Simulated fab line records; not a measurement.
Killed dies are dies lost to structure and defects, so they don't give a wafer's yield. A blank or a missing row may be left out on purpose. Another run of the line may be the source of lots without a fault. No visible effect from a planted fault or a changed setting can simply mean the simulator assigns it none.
Matching of chambers | flow n5-finfet | 4 sister chambers for N5_MOL_CONTACT_COAG_ETCH_90 on rie-diel-05
The step etches SiARC in CF4, target depth 13 nm, time 21.7 s. 14 wafers are shown with their chamber, then 7 later ones without.

WAFERS WITH THEIR CHAMBER
wafer  | chamber | drypump-motor-current-A (A) | throttle-valve-pct (%) | etch-rf-on-time-s (s)
L075.1 | 0       | 5.7                         | 15.21                  | 21.0
L075.4 | 0       | 5.7                         | 15.18                  | 21.1
L075.5 | 1       | 6.2                         | 16.00                  | 22.7
L077.2 | 0       | 5.7                         | 15.20                  | 21.1
L077.3 | 1       | 6.2                         | 16.02                  | 22.8
L077.6 | 2       | 5.8                         | 15.35                  | 22.1
L079.2 | 2       | 5.7                         | 15.38                  | 22.1
L079.3 | 3       | 6.7                         | 15.24                  | 20.8
L079.4 | 0       | 5.7                         | 15.20                  | 21.2
L086.3 | 3       | 6.7                         | 15.27                  | 21.0
L086.5 | 3       | 6.7                         | 15.29                  | 21.2
L086.6 | 2       | 5.8                         | 15.40                  | 22.0
L090.2 | 1       | 6.2                         | 15.59                  | 21.6
L090.3 | 2       | 5.8                         | 15.43                  | 22.3

SIGNATURES, as means of the wafers listed above
reading                 | chamber 0 | chamber 1 | chamber 2 | chamber 3 | scatter within a chamber
drypump-motor-current-A | 5.700     | 6.200     | 5.775     | 6.700     | 0.0274
throttle-valve-pct      | 15.1975   | 15.8700   | 15.3900   | 15.2667   | 0.111
etch-rf-on-time-s       | 21.100    | 22.367    | 22.125    | 21.000    | 0.322
Rule: for a wafer and a chamber, the distance is found by dividing, reading by reading, the gap between the wafer's reading and the chamber's mean by the reading's scatter, squaring, summing and taking the root. If the next closest chamber is less than 2 further off than the closest, the wafer can't be placed; otherwise it belongs to the closest. How the scatter is found: for the shown wafers, subtract from each reading the mean of its chamber, square and add these, divide the total by (wafers less chambers), then take the root.

WAFERS MISSING THEIR CHAMBER
wafer  | drypump-motor-current-A (A) | throttle-valve-pct (%) | etch-rf-on-time-s (s)
L090.6 | 5.7                         | 15.26                  | 21.1
L092.3 | 5.7                         | 15.27                  | 21.5
L092.5 | 5.8                         | 15.43                  | 22.4
L092.6 | 6.7                         | 15.30                  | 21.2
L097.2 | 6.7                         | 15.35                  | 21.4
L097.3 | 5.7                         | 15.31                  | 21.1
L097.6 | 5.8                         | 15.46                  | 22.4

THE CHAMBER EACH PASSED THROUGH
wafer  | from the rows above | in truth
L090.6 | 0                   | 0
L092.3 | 0                   | 0
L092.5 | 2                   | 2
L092.6 | 3                   | 3
L097.2 | 3                   | 3
L097.3 | 0                   | 0
L097.6 | 2                   | 2
Correctly placed: 7 of 7. Not placeable from these rows: 0. Wrongly placed: 0.
